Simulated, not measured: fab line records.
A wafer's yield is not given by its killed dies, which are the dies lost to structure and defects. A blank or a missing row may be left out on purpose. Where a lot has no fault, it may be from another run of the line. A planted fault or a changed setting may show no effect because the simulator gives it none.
fab line records	flow n5_finfet	part 1 of 2: steps 1 to 22 of 29
record lots=7	wafers=21	last_day=19
route steps=1938 shown BEOL_M0_SAQP@646 BEOL_M4@1111
lots that met no fault: taken from a fault-free run of the same line
start_h: the number of hours between the record's first day and the start of the first shown wafer of the lot	wait_h: hours from the lot's prior step to this one	" the same as in the row above	L1.1+2: one row covering several wafers at once	- either no value or no given start	* or withheld: withheld	< > ~ a bound
route shown NAME@n: names a module that has steps shown in the file, with the first one's number in the route	usual: mean and standard deviation over wafers with no fault	same: alike in all rows	chamber/n: place in a boat	sites: the reading at each site	_std_site: the standard deviation of these	_edge_site: outer sites' mean less inner sites'	radius_mm: how far each site lies from the wafer's centre	mask NAME#n: copy n	behind: the tool/chamber that last shaped the wafer	hold: why the lot was held/for how many hours/how that ended	device: the n, p or np transistor that did not switch	end of line: the route-end tests of the same wafers	step lacking rows: just its recipe	killed: dies that structure and defects cost at the first sort, which is not the same as the wafer's yield	map: dies across one wafer; x = killed, . = not, _ = none there
set.NAME: the run value of the setting; set.NAME@STEP: its run value at that earlier step	model.NAME: the simulator's own value behind a step, which no gauge read
lots at some steps of the route; a table a step, a row a wafer
services: from which hour (start_h, from the record's first day; less than 0 if before it) a tool's chamber was out of use, for how many hours, and why
## steps
# step N5_BEOL_M0_SAQP_EXPOSE_11
# recipe mask_id=M0_CORE	na=1.35	source_shape=dipole	sigma_inner=0.538	sigma_outer=0.738	polarization=te	target_cd_nm=42	dose_mj=55
# step N5_BEOL_M0_SAQP_PEB_12
# recipe peb_temp_c=withheld	peb_time_s=60	resist=CAR-ArF
# step N5_BEOL_M0_SAQP_DEVELOP_13
# recipe develop_time_s=30	developer=TMAH	resist=CAR-ArF	dev_temp_c=23	rinse_liquid=diw	dry=air_spin
# step N5_BEOL_M0_SAQP_CD_MEAS_14
# recipe target_cd_nm=42.5	landing_energy_ev=500	detector=se_inlens
# usual cd_nm=42.6/0.38
lot.wafer	tool	chamber	start_h	wait_h	cd_nm
L333.4	cd_sem-02	0	106.86	-	42.3
L333.5	"	0	"	"	42.3
L333.6	"	0	"	"	42.4
L339.2	cd_sem-02	0	150.33	-	42.3
L339.4	"	0	"	"	42.7
L339.6	"	0	"	"	42.5
L352.1	cd_sem-02	0	221.41	-	43.0
L352.2	"	0	"	"	42.9
L352.6	"	0	"	"	42.6
L353.3	cd_sem-03	0	225.52	-	42.9
L353.5	"	0	"	"	42.2
L353.6	"	0	"	"	42.2
L354.2	cd_sem-03	0	231.84	-	41.8
L354.3	"	0	"	"	42.1
L354.6	"	0	"	"	42.3
L355.2	cd_sem-02	0	242.20	-	41.9
L355.3	"	0	"	"	42.1
L355.4	"	0	"	"	41.6
L356.1	cd_sem-02	0	245.31	-	42.9
L356.4	"	0	"	"	42.7
L356.5	"	0	"	"	41.9
# step N5_BEOL_M0_SAQP_OVL_MEAS_15
# recipe points_per_wafer=44
# usual M0_CORE_OVL=0.1/0.72
lot.wafer	tool	chamber	start_h	wait_h	M0_CORE_OVL[nm]
L333.4	overlay-02	0	106.88	0.0	-0.3
L333.5	"	0	"	"	-1.2
L333.6	"	0	"	"	-0.2
L339.2	overlay-01	0	150.36	0.0	1.1
L339.4	"	0	"	"	-0.1
L339.6	"	0	"	"	-0.1
L352.1	overlay-02	0	221.44	0.0	0.0
L352.2	"	0	"	"	0.8
L352.6	"	0	"	"	1.5
L353.3	overlay-02	0	225.54	0.0	1.3
L353.5	"	0	"	"	0.2
L353.6	"	0	"	"	-0.4
L354.2	overlay-01	0	231.87	0.0	0.3
L354.3	"	0	"	"	-0.8
L354.6	"	0	"	"	1.4
L355.2	overlay-01	0	242.23	0.0	-0.3
L355.3	"	0	"	"	-0.9
L355.4	"	0	"	"	-1.2
L356.1	overlay-01	0	245.34	0.0	-0.9
L356.4	"	0	"	"	-0.3
L356.5	"	0	"	"	0.2
# step N5_BEOL_M0_SAQP_INSPECT_16
# recipe mode=adi	inspect_instrument=brightfield
# usual raw_defect_count=494/130
lot.wafer	tool	chamber	start_h	wait_h	raw_defect_count
L333.4	defect_inspect-01	-	106.91	0.0	630
L333.5	"	-	"	"	722
L333.6	"	-	"	"	516
L339.2	defect_inspect-02	-	150.38	0.0	495
L339.4	"	-	"	"	364
L339.6	"	-	"	"	504
L352.1	defect_inspect-02	-	221.47	0.0	365
L352.2	"	-	"	"	521
L352.6	"	-	"	"	710
L353.3	defect_inspect-01	-	225.57	0.0	315
L353.5	"	-	"	"	465
L353.6	"	-	"	"	583
L354.2	defect_inspect-02	-	231.89	0.0	338
L354.3	"	-	"	"	454
L354.6	"	-	"	"	450
L355.2	defect_inspect-01	-	242.25	0.0	400
L355.3	"	-	"	"	570
L355.4	"	-	"	"	495
L356.1	defect_inspect-01	-	245.36	0.0	656
L356.4	"	-	"	"	559
L356.5	"	-	"	"	457
# step N5_BEOL_M0_SAQP_DESCUM_19
# recipe chemistry=O2	time_s=7.9	source_power_w=50	bias_power_w=20	pressure_mtorr=20	rf_frequency_hz=2.712e+07	temp_c=40	resist=CAR-ArF	o2_flow_sccm=225
# usual drypump_motor_current_A=5.7/0.49	o2_flow_sccm=225.0/0.64	oes_product_au=0.80/0.11	rf_vpp_V=242.8/1.2	showerhead_plenum_p_Torr=2.06/0.052	throttle_valve_pct=20.46/0.21
lot.wafer	tool	chamber	start_h	wait_h	drypump_motor_current_A	o2_flow_sccm	oes_product_au	rf_hours_counter_h	rf_vpp_V	showerhead_plenum_p_Torr	throttle_valve_pct
L333.4	rie_diel-02	0	106.96	0.0	5.1	224.4	0.70	-	245.0	2.13	20.73
L333.5	"	2	"	"	6.1	225.7	0.65	-	242.4	2.06	20.60
L333.6	"	3	"	"	5.6	226.1	0.93	-	241.7	2.05	20.53
L339.2	rie_diel-03	3	150.41	0.0	5.2	226.0	0.68	244	244.1	2.06	20.72
L339.4	"	0	"	"	6.2	224.9	0.75	-	241.4	2.01	20.42
L339.6	"	3	"	"	5.2	225.8	0.69	-	243.2	2.06	20.72
L352.1	rie_diel-03	0	221.50	0.0	6.2	224.2	0.72	192	242.2	2.00	20.48
L352.2	"	3	"	"	5.2	225.6	0.93	12	242.2	2.05	20.28
L352.6	"	0	"	"	6.2	224.4	0.73	-	241.9	2.00	20.48
L353.3	rie_diel-03	0	225.60	0.0	6.2	224.9	0.73	193	242.3	2.00	20.48
L353.5	"	2	"	"	6.0	225.0	0.73	-	241.9	1.99	20.28
L353.6	"	1	"	"	5.3	224.9	0.84	-	242.3	2.05	20.58
L354.2	rie_diel-06	0	232.19	0.3	5.1	224.7	0.94	14	242.7	2.14	20.14
L354.3	"	1	"	"	6.6	225.2	0.91	24	243.5	2.14	20.34
L354.6	"	2	"	"	5.4	226.2	0.71	-	242.6	2.09	20.29
L355.2	rie_diel-02	1	242.29	0.0	5.9	224.5	0.75	159	242.3	2.09	20.47
L355.3	"	2	"	"	6.2	225.2	0.92	17	243.1	2.04	20.30
L355.4	"	3	"	"	5.7	225.6	0.84	60	241.5	2.04	20.59
L356.1	rie_diel-02	3	245.40	0.0	5.6	225.1	0.83	62	243.0	2.04	20.64
L356.4	"	1	"	"	5.9	224.7	0.75	160	242.9	2.09	20.47
L356.5	"	3	"	"	5.6	225.4	0.84	-	243.7	2.03	20.64
# step N5_BEOL_M0_SAQP_ETCH_83
# recipe chemistry=CF4	target=SiARC	target_depth_a=390	mask_material=CAR-ArF	time_s=65	ion_energy_ev=80	pressure_mtorr=40	source_w=545	bias_w=36	Ar_flow_sccm=100	cf4_flow_sccm=100	ends=cleared
# usual bias_w=36.00/0.11	cf4_flow_sccm=100.0/0.3	drypump_motor_current_A=5.7/0.49	etch_rf_on_time_s=64.7/1.2	oes_product_au=0.69/0.09	rf_vpp_V=183.6/0.99	showerhead_plenum_p_Torr=2.11/0.054	throttle_valve_pct=15.62/0.22
lot.wafer	tool	chamber	start_h	wait_h	bias_w	cf4_flow_sccm	drypump_motor_current_A	etch_rf_on_time_s	oes_product_au	rf_hours_counter_h	rf_vpp_V	showerhead_plenum_p_Torr	throttle_valve_pct
L333.4	rie_diel-02	0	107.00	0.0	35.79	99.7	5.1	64.9	0.60	-	184.6	2.19	16.01
L333.5	"	2	"	"	36.06	100.0	6.2	66.1	0.55	-	182.8	2.13	15.98
L333.6	"	3	"	"	36.25	100.0	5.6	63.0	0.81	-	184.2	2.11	15.66
L339.2	rie_diel-03	3	150.45	0.0	36.09	100.0	5.2	67.5	0.58	244	184.0	2.11	15.92
L339.4	"	0	"	"	36.05	100.2	6.2	64.9	0.64	-	183.3	2.05	15.53
L339.6	"	3	"	"	35.89	100.4	5.1	66.4	0.58	-	183.9	2.11	15.91
L352.1	rie_diel-03	0	221.54	0.0	35.91	99.7	6.2	64.7	0.63	192	184.5	2.04	15.58
L352.2	"	3	"	"	35.87	100.9	5.1	64.2	0.80	12	183.4	2.11	15.42
L352.6	"	0	"	"	35.84	100.1	6.2	64.2	0.63	-	183.7	2.04	15.58
L353.3	rie_diel-03	0	225.64	0.0	35.72	100.1	6.2	65.3	0.62	193	181.0	2.04	15.58
L353.5	"	2	"	"	35.97	100.6	5.9	65.8	0.63	-	183.0	2.06	15.55
L353.6	"	1	"	"	36.12	100.2	5.3	65.1	0.72	-	184.2	2.10	15.71
L354.2	rie_diel-06	0	232.23	0.0	36.04	100.2	5.0	64.1	0.80	14	185.1	2.20	15.26
L354.3	"	1	"	"	35.77	100.1	6.6	64.1	0.77	24	183.9	2.18	15.44
L354.6	"	2	"	"	35.79	100.3	5.4	65.5	0.61	-	183.8	2.13	15.47
L355.2	rie_diel-02	1	242.32	0.0	35.94	99.7	5.9	62.7	0.65	159	185.4	2.14	15.66
L355.3	"	2	"	"	36.20	100.0	6.1	65.3	0.78	17	183.9	2.11	15.53
L355.4	"	3	"	"	35.95	99.8	5.6	64.2	0.73	60	183.5	2.09	15.76
L356.1	rie_diel-02	3	245.43	0.0	36.00	100.3	5.6	63.2	0.73	62	183.9	2.09	15.75
L356.4	"	1	"	"	36.08	100.1	5.9	61.4	0.65	160	184.5	2.14	15.66
L356.5	"	3	"	"	35.90	99.8	5.6	63.0	0.73	-	182.9	2.09	15.76
# step N5_BEOL_M0_SAQP_ETCH_84
# recipe chemistry=N2/H2	target=SOC	target_depth_a=1000	overetch_a=200	mask_material=SiARC	temp_c=40	time_s=150	ion_energy_ev=200	pressure_mtorr=30	source_w=840	bias_w=150	n2_flow_sccm=200	h2_flow_sccm=200
# step N5_BEOL_M0_SAQP_STRIP_80
# recipe chemistry=N2/H2	temp_c=40	n2_flow_sccm=200	h2_flow_sccm=200	rf_frequency_hz=6e+07
# step N5_BEOL_M0_SAQP_HM_OPEN_112
# recipe chemistry=CHF3/O2	target=SiO2	stop_on=a-Si	target_depth_a=120	over_etch_frac=1.25	mask_material=SOC	time_s=13.5	pressure_mtorr=30	source_w=650	bias_w=170	Ar_flow_sccm=200	CHF3_flow_sccm=50	O2_flow_sccm=5	ion_energy_ev=200	ends=end_point
# step N5_BEOL_M0_SAQP_STRIP_113
# recipe chemistry=CHF3/O2	resist=SiARC	rf_frequency_hz=6e+07
# step N5_BEOL_M0_SAQP_MANDREL_ETCH_20
# recipe target_depth_a=600	chemistry=HBr/Cl2	target=a-Si	stop_on=SiNx	bt_time_s=10	mask_material=SOC	over_etch_frac=0.5	time_s=30	pressure_mtorr=10	icp_w=800	bias_w=75	HBr_flow_sccm=150	Cl2_flow_sccm=80	ends=end_point
# usual HBr_flow_sccm=150.0/0.45	bias_w=75.00/0.23	drypump_motor_current_A=5.5/0.52	he_backside_leak_sccm=2.71/0.26	oes_product_au=0.773/0.012	throttle_valve_pct=35.39/0.29
lot.wafer	tool	chamber	start_h	wait_h	HBr_flow_sccm	bias_w	drypump_motor_current_A	he_backside_leak_sccm	oes_product_au	rf_hours_counter_h	throttle_valve_pct	model.SOC_of_BEOL_M0_SAQP_COAT_81.thk_nm	model.SiNx_of_BEOL_M0_SAQP_PECVD_97.thk_nm
L333.4	rie_si-04	1	107.21	0.0	150.3	75.22	5.6	3.02	0.794	192	35.73	75.4	18.2
L333.5	"	2	"	"	149.9	75.15	5.3	2.76	0.761	-	35.81	76	18.4
L333.6	"	3	"	"	150.4	74.64	4.9	2.60	0.769	-	35.32	76.4	18.8
L339.2	rie_si-01	0	150.69	0.0	150.3	74.99	6.3	2.69	0.773	10	35.36	76.4	18.2
L339.4	"	1	"	"	149.7	75.07	6.6	2.75	0.780	180	35.60	75.6	18.6
L339.6	"	3	"	"	149.8	74.87	5.7	2.99	0.777	-	35.25	76.6	18.6
L352.1	rie_si-04	1	221.78	0.0	-	-	-	-	-	-	-	99.6	22.6
L352.2	"	2	"	"	-	-	-	-	-	-	-	99.8	22.8
L352.6	"	2	"	"	-	-	-	-	-	-	-	100	23
L353.3	rie_si-01	2	225.88	0.0	-	-	-	-	-	-	-	99.6	22.4
L353.5	"	0	"	"	-	-	-	-	-	-	-	99.6	23.2
L353.6	"	3	"	"	-	-	-	-	-	-	-	99.4	22.8
L354.2	rie_si-04	2	232.47	0.0	-	-	-	-	-	-	-	99.6	22.4
L354.3	"	1	"	"	-	-	-	-	-	-	-	99.4	23
L354.6	"	3	"	"	-	-	-	-	-	-	-	99.4	22.8
L355.2	rie_si-06	2	242.56	0.0	149.9	74.66	5.2	2.62	0.760	63	35.29	75.6	17.6
L355.3	"	1	"	"	150.1	75.26	4.8	2.39	0.775	64	35.23	76.6	17.8
L355.4	"	0	"	"	149.0	75.21	5.7	2.34	0.778	9	34.85	76.4	18
L356.1	rie_si-01	2	245.67	0.0	149.3	74.90	6.0	3.02	0.765	51	35.36	76.8	18.6
L356.4	"	3	"	"	149.3	75.10	5.7	3.11	0.799	85	35.23	76.4	18.6
L356.5	"	1	"	"	150.4	75.03	6.6	2.93	0.791	-	35.60	75.6	18.6
# step N5_BEOL_M0_SAQP_STRIP_86
# recipe chemistry=N2/H2	power_w=500	temp_c=40	pressure_mtorr=50	rf_frequency_hz=6e+07	overash_fraction=0.3	bias_power_w=28	h2_frac=0.5	n2_flow_sccm=300	h2_flow_sccm=300
# usual drypump_motor_current_A=5.7/0.51	oes_product_au=0.80/0.11	rf_vpp_V=121.9/1.3	showerhead_plenum_p_Torr=3.31/0.087	throttle_valve_pct=18.82/0.21
lot.wafer	tool	chamber	start_h	wait_h	drypump_motor_current_A	oes_product_au	rf_hours_counter_h	rf_vpp_V	showerhead_plenum_p_Torr	throttle_valve_pct
L333.4	rie_diel-02	0	107.59	0.3	5.2	0.69	-	122.2	3.41	19.34
L333.5	"	3	"	"	5.6	0.93	-	121.9	3.30	18.72
L333.6	"	2	"	"	6.2	0.67	-	120.8	3.29	19.14
L339.2	rie_diel-06	0	150.81	0.1	5.0	0.68	246	120.5	3.45	19.17
L339.4	"	3	"	"	6.2	0.70	208	121.0	3.18	18.90
L339.6	"	2	"	"	5.4	0.73	-	123.4	3.36	18.90
L352.1	rie_diel-02	2	221.88	0.1	6.2	0.94	12	123.2	3.27	18.80
L352.2	"	0	"	"	5.1	0.91	21	123.9	3.39	18.94
L352.6	"	3	"	"	5.6	0.86	-	119.4	3.28	18.81
L353.3	rie_diel-03	2	225.97	0.1	5.9	0.76	179	121.0	3.20	18.70
L353.5	"	0	"	"	6.2	0.73	-	119.8	3.20	18.68
L353.6	"	1	"	"	5.4	0.84	-	121.1	3.25	18.52
L354.2	rie_diel-06	3	232.57	0.1	6.2	0.68	232	123.1	3.17	18.94
L354.3	"	0	"	"	5.1	0.96	14	124.5	3.44	18.77
L354.6	"	3	"	"	6.1	0.69	-	121.9	3.17	18.94
L355.2	rie_diel-03	0	242.66	0.1	6.2	0.71	196	120.7	3.20	18.69
L355.3	"	2	"	"	5.9	0.74	183	119.8	3.19	18.75
L355.4	"	1	"	"	5.4	0.83	68	122.2	3.25	18.54
L356.1	rie_diel-06	1	245.77	0.1	6.6	0.90	28	119.8	3.41	18.62
L356.4	"	2	"	"	5.4	0.71	172	123.6	3.35	18.93
L356.5	"	2	"	"	5.4	0.70	-	123.0	3.35	18.93
# step N5_BEOL_M0_SAQP_STRIP_115
# recipe chemistry=post_etch_residue_remover	time_s=60	temp_c=25	remover_ph=withheld	remover_water_wt_pct=withheld	remover_fluoride_wt_pct=withheld
# step N5_BEOL_M0_SAQP_SRD_93
# recipe dry=ipa_marangoni	time_s=30	temp_c=23	rinse_liquid=diw
# step N5_BEOL_M0_SAQP_RECESS_114
# recipe chemistry=HF/NH3	target=SiO2	target_depth_a=144	afs_cycles=3	temp_c=30	sublimation_temp_c=180	sublimation_time_s=60
# usual drypump_motor_current_A=6.3/0.36
lot.wafer	tool	chamber	start_h	wait_h	drypump_motor_current_A
L333.4	vapor_etch-01	1	107.82	0.1	6.8
L333.5	"	0	"	"	5.9
L333.6	"	1	"	"	6.8
L339.2	vapor_etch-01	1	150.94	0.0	6.7
L339.4	"	0	"	"	5.9
L339.6	"	1	"	"	6.7
L352.1	vapor_etch-01	0	222.28	0.3	5.9
L352.2	"	1	"	"	6.7
L352.6	"	0	"	"	5.9
L353.3	vapor_etch-01	1	226.23	0.1	6.8
L353.5	"	0	"	"	5.9
L353.6	"	1	"	"	6.7
L354.2	vapor_etch-01	1	232.70	0.0	6.7
L354.3	"	1	"	"	6.7
L354.6	"	0	"	"	5.9
L355.2	vapor_etch-01	0	242.79	0.0	5.9
L355.3	"	0	"	"	5.9
L355.4	"	1	"	"	6.8
L356.1	vapor_etch-01	1	245.91	0.0	6.8
L356.4	"	0	"	"	5.9
L356.5	"	1	"	"	6.8
# step N5_BEOL_M0_SAQP_SPACER1_ALD_98
# recipe material=SiO2	target_thk_a=128	temp_c=300	ald_precursor_family=BDEAS	ald_co_reactant=O2-plasma	pulse_time_s=1	purge_time_s=2	co_reactant_purge_time_s=2	ald_cycles=138	pressure_torr=2
# step N5_BEOL_M0_SAQP_SPACER1_ETCHBACK_99
# recipe chemistry=CHF3/O2	mode=anisotropic_etchback	target=SiO2	target_depth_a=154	time_s=7.7	pressure_mtorr=30	source_w=650	bias_w=170	Ar_flow_sccm=200	CHF3_flow_sccm=50	O2_flow_sccm=5	ion_energy_ev=200
# usual O2_flow_sccm=5.000/0.014	bias_w=170.0/0.49	drypump_motor_current_A=5.7/0.5	oes_product_au=0.80/0.11	rf_vpp_V=524/8.8	showerhead_plenum_p_Torr=2.40/0.064	throttle_valve_pct=18.95/0.2
lot.wafer	tool	chamber	start_h	wait_h	O2_flow_sccm	bias_w	drypump_motor_current_A	oes_product_au	rf_hours_counter_h	rf_vpp_V	showerhead_plenum_p_Torr	throttle_valve_pct
L333.4	rie_diel-06	1	108.56	0.3	5.017	170.1	6.6	0.70	242	542	2.47	19.19
L333.5	"	2	"	"	5.007	170.5	5.4	0.75	-	531	2.42	18.71
L333.6	"	1	"	"	5.015	170.2	6.6	0.69	-	542	2.47	19.20
L339.2	rie_diel-02	3	151.86	0.3	4.999	169.8	5.6	0.91	31	524	2.37	19.06
L339.4	"	2	"	"	4.967	170.5	6.2	0.64	-	507	2.39	19.28
L339.6	"	1	"	"	4.998	169.4	5.9	0.78	-	522	2.40	18.83
L352.1	rie_diel-02	0	223.14	0.3	4.986	169.9	5.1	0.34	22	522	2.45	18.77
L352.2	"	2	"	"	4.991	169.5	6.2	0.34	12	508	2.38	18.78
L352.6	"	1	"	"	5.013	170.1	6.0	0.28	-	524	2.40	18.74
L353.3	rie_diel-02	2	226.97	0.3	4.973	169.5	6.2	0.34	13	506	2.38	18.79
L353.5	"	3	"	"	5.010	170.0	5.6	0.32	-	523	2.36	18.95
L353.6	"	0	"	"	5.000	169.5	5.2	0.34	-	524	2.45	18.78
L354.2	rie_diel-06	1	233.56	0.3	4.993	169.7	6.6	0.34	25	541	2.46	18.67
L354.3	"	3	"	"	4.997	169.5	6.1	0.26	232	518	2.28	19.14
L354.6	"	0	"	"	5.015	169.1	5.0	0.35	-	529	2.48	18.53
L355.2	rie_diel-06	3	243.65	0.3	5.016	171.0	6.2	0.69	234	516	2.28	19.27
L355.3	"	0	"	"	5.013	169.7	5.0	0.94	17	528	2.48	18.66
L355.4	"	1	"	"	5.011	169.6	6.6	0.92	27	541	2.46	18.80
L356.1	rie_diel-06	1	246.77	0.3	5.002	169.9	6.6	0.91	28	540	2.46	18.80
L356.4	"	3	"	"	5.020	170.3	6.2	0.69	235	517	2.27	19.26
L356.5	"	3	"	"	4.995	169.7	6.2	0.68	-	517	2.27	19.26
# step N5_BEOL_M0_SAQP_MANDREL1_REMOVE_100
# recipe chemistry=HBr/Cl2/O2	bt_time_s=10	target=a-Si	stop_on=SiNx	endpoint=OES-SiCl	over_etch_frac=0.85	icp_w=600	bias_w=30	HBr_flow_sccm=150	Cl2_flow_sccm=80	O2_flow_sccm=5	pressure_mtorr=10
# step N5_BEOL_M0_SAQP_CD_MEAS_25
# recipe target_cd_nm=13.1	landing_energy_ev=1000	detector=se_inlens
# usual cd_nm=12.77/0.23
lot.wafer	tool	chamber	start_h	wait_h	cd_nm
L333.4	cd_sem-03	0	108.76	0.1	12.75
L333.5	"	0	"	"	13.17
L333.6	"	0	"	"	12.64
L339.2	cd_sem-01	0	152.06	0.1	12.60
L339.4	"	0	"	"	12.29
L339.6	"	0	"	"	12.85
L352.1	cd_sem-03	0	223.33	0.1	-
L352.2	"	0	"	"	-
L352.6	"	0	"	"	-
L353.3	cd_sem-02	0	227.16	0.1	-
L353.5	"	0	"	"	-
L353.6	"	0	"	"	-
L354.2	cd_sem-02	0	233.76	0.1	-
L354.3	"	0	"	"	-
L354.6	"	0	"	"	-
L355.2	cd_sem-02	0	243.85	0.1	13.03
L355.3	"	0	"	"	12.34
L355.4	"	0	"	"	12.36
L356.1	cd_sem-01	0	246.97	0.1	12.64
L356.4	"	0	"	"	12.49
L356.5	"	0	"	"	12.65
# step N5_BEOL_M0_SAQP_ETCH_101
# recipe chemistry=CH3F/O2	target=SiNx	mask_material=SiO2	target_depth_a=299	time_s=42.7	pressure_mtorr=30	source_w=395	bias_w=73	Ar_flow_sccm=150	CH3F_flow_sccm=30	O2_flow_sccm=20	ion_energy_ev=120
## key
first_sign step=N5_BEOL_M0_SAQP_MANDREL_ETCH_20	reading=tool_record	direction=missing
effect step=N5_BEOL_M0_SAQP_SPACER1_ETCHBACK_99	reading=oes_product_au	direction=down	sigmas=4.3	usual=0.80	struck=0.32
effect step=N5_BEOL_M0_SAQP_CD_MEAS_25	reading=cd_nm	direction=missing
model_effect step=N5_BEOL_M0_SAQP_MANDREL_ETCH_20	value=SOC_of_BEOL_M0_SAQP_COAT_81.thk_nm	without=75.6	struck=99.6
model_effect step=N5_BEOL_M0_SAQP_ETCH_106	value=SiNx_of_BEOL_M0_SAQP_PECVD_97.thk_nm	without=15.04	struck=19.8
met_at N5_BEOL_M0_SAQP_MANDREL_ETCH_20
struck_wafers L352.1,L352.2,L352.6,L353.3,L353.5,L353.6,L354.2,L354.3,L354.6
later_rows_left_out L352.1,L352.2,L352.6,L353.3,L353.5,L353.6,L354.2,L354.3,L354.6
sort_left_out L352.1,L352.2,L352.6,L353.3,L353.5,L353.6,L354.2,L354.3,L354.6
onset_between 150.69 221.78
fault kind=skipped_step_whole	tool=rie_si-01,rie_si-04	chamber=-	onset_h=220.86	steps=N5_BEOL_M0_SAQP_MANDREL_ETCH_20	scope=struck_lots_only
# sort_left_out: the simulated sort isn't trusted on such a fault, so these wafers' sort isn't shown, and their yield isn't known
# later_rows_left_out: the simulator's readings of these wafers behind a module that went badly wrong aren't trusted and aren't shown, but for the sort
